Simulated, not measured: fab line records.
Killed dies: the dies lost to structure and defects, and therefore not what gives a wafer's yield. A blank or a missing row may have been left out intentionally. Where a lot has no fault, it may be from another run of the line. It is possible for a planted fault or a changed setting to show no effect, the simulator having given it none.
Which tool was responsible? || flow nandHarc || Sampling: 11 lots, 33 wafers, 3 of 1302 route steps

## WHAT THE GAUGES SHOWED, per wafer
NHARC_A_CHANNEL_HOLE_D2_INSPECT_40.
{"lot": "L495", "measured": "day 14 10:40", "on": "defectInspect-01", "rawDefectCount": "234 209 292"}
{"lot": "L496", "measured": "day 14 10:54", "on": "defectInspect-02", "rawDefectCount": "237 298 221"}
{"lot": "L497", "measured": "day 14 18:25", "on": "defectInspect-02", "rawDefectCount": "248 368 376"}
{"lot": "L503", "measured": "day 17 20:14", "on": "defectInspect-01", "rawDefectCount": "1202 1205 1182"}
{"lot": "L505", "measured": "day 18 10:19", "on": "defectInspect-01", "rawDefectCount": "262 377 242"}
{"lot": "L507", "measured": "day 18 14:27", "on": "defectInspect-02", "rawDefectCount": "1246 1162 1239"}
{"lot": "L511", "measured": "day 20 14:29", "on": "defectInspect-01", "rawDefectCount": "519 417 405"}
{"lot": "L512", "measured": "day 20 22:22", "on": "defectInspect-02", "rawDefectCount": "469 398 423"}
{"lot": "L514", "measured": "day 22 02:41", "on": "defectInspect-02", "rawDefectCount": "502 263 479"}
{"lot": "L515", "measured": "day 22 14:23", "on": "defectInspect-02", "rawDefectCount": "290 427 403"}
{"lot": "L517", "measured": "day 22 23:31", "on": "defectInspect-01", "rawDefectCount": "501 333 436"}

## WHAT TOOL EACH LOT RAN ON (gives the tool, then ch and the chambers of the sampled wafers, and finally the start)
{"lot": "L495", "NHARC_A_CHANNEL_HOLE_D2_ETCH_16": "rieDiel-01 ch 0,3, day 14 04:22", "NHARC_A_CHANNEL_HOLE_D2_ETCH_23": "harEtch-02 ch 0,1, day 14 06:44"}
{"lot": "L496", "NHARC_A_CHANNEL_HOLE_D2_ETCH_16": "rieDiel-13 ch 0,1, day 14 04:31", "NHARC_A_CHANNEL_HOLE_D2_ETCH_23": "harEtch-01 ch 0,1, day 14 06:52"}
{"lot": "L497", "NHARC_A_CHANNEL_HOLE_D2_ETCH_16": "rieDiel-01 ch 0,1,3, day 14 12:07", "NHARC_A_CHANNEL_HOLE_D2_ETCH_23": "harEtch-02 ch 0,1, day 14 14:10"}
{"lot": "L503", "NHARC_A_CHANNEL_HOLE_D2_ETCH_16": "rieDiel-06 ch 0,1,2, day 17 04:55", "NHARC_A_CHANNEL_HOLE_D2_ETCH_23": "harEtch-02 ch 0,1, day 17 15:59"}
{"lot": "L505", "NHARC_A_CHANNEL_HOLE_D2_ETCH_16": "rieDiel-01 ch 0,1,2, day 18 03:53", "NHARC_A_CHANNEL_HOLE_D2_ETCH_23": "harEtch-02 ch 0,1, day 18 05:59"}
{"lot": "L507", "NHARC_A_CHANNEL_HOLE_D2_ETCH_16": "rieDiel-06 ch 1,3, day 18 04:52", "NHARC_A_CHANNEL_HOLE_D2_ETCH_23": "harEtch-02 ch 0, day 18 10:11"}
{"lot": "L511", "NHARC_A_CHANNEL_HOLE_D2_ETCH_16": "rieDiel-06 ch 0,1,2, day 20 06:31", "NHARC_A_CHANNEL_HOLE_D2_ETCH_23": "harEtch-01 ch 0,1, day 20 10:04"}
{"lot": "L512", "NHARC_A_CHANNEL_HOLE_D2_ETCH_16": "rieDiel-06 ch 0,2,3, day 20 13:46", "NHARC_A_CHANNEL_HOLE_D2_ETCH_23": "harEtch-01 ch 0,1, day 20 18:11"}
{"lot": "L514", "NHARC_A_CHANNEL_HOLE_D2_ETCH_16": "rieDiel-06 ch 0,1,2, day 21 20:24", "NHARC_A_CHANNEL_HOLE_D2_ETCH_23": "harEtch-02 ch 0,1, day 21 22:32"}
{"lot": "L515", "NHARC_A_CHANNEL_HOLE_D2_ETCH_16": "rieDiel-06 ch 0,1,3, day 22 08:06", "NHARC_A_CHANNEL_HOLE_D2_ETCH_23": "harEtch-01 ch 0,1, day 22 10:08"}
{"lot": "L517", "NHARC_A_CHANNEL_HOLE_D2_ETCH_16": "rieDiel-01 ch 0,2,3, day 22 16:58", "NHARC_A_CHANNEL_HOLE_D2_ETCH_23": "harEtch-01 ch 0,1, day 22 19:03"}
- NHARC_A_CHANNEL_HOLE_D2_ETCH_16: etches the open film in O2/COS, target depth 3100 nm, time 806 s.
- NHARC_A_CHANNEL_HOLE_D2_ETCH_23: etches the open film in C4F8/O2/Ar, time 819 s, target depth 1600 nm.

## THE ANSWER, worked out from the rows above alone
Rule: the usual values come from the lots themselves. The widest of any qualifying gaps counts: lots, ordered by their means at a reading, are off when they make up no more than a third of the lots, leave a main group of 4 or more, and stand apart from it by 3 or more times the standard deviation of that group's means. Not used: any main group whose means are identical at the precision the tables above print for the reading. Also off: a lot with no number at a reading for which 4 or more lots have one. Where the step has rows for the other lots, those lots are counted as sound.
Off: L503, L507, at NHARC_A_CHANNEL_HOLE_D2_INSPECT_40 (rawDefectCount). The main group has a mean of 357 with a standard deviation of 74.
If a tool, at a process step before that reading, ran all the lots that are off and no sound lot after the first of them, it fits. The gauges at NHARC_A_CHANNEL_HOLE_D2_INSPECT_40 are tried like those tools. None of those tried fits.

## WHAT WAS PUT IN BY THE SIMULATOR
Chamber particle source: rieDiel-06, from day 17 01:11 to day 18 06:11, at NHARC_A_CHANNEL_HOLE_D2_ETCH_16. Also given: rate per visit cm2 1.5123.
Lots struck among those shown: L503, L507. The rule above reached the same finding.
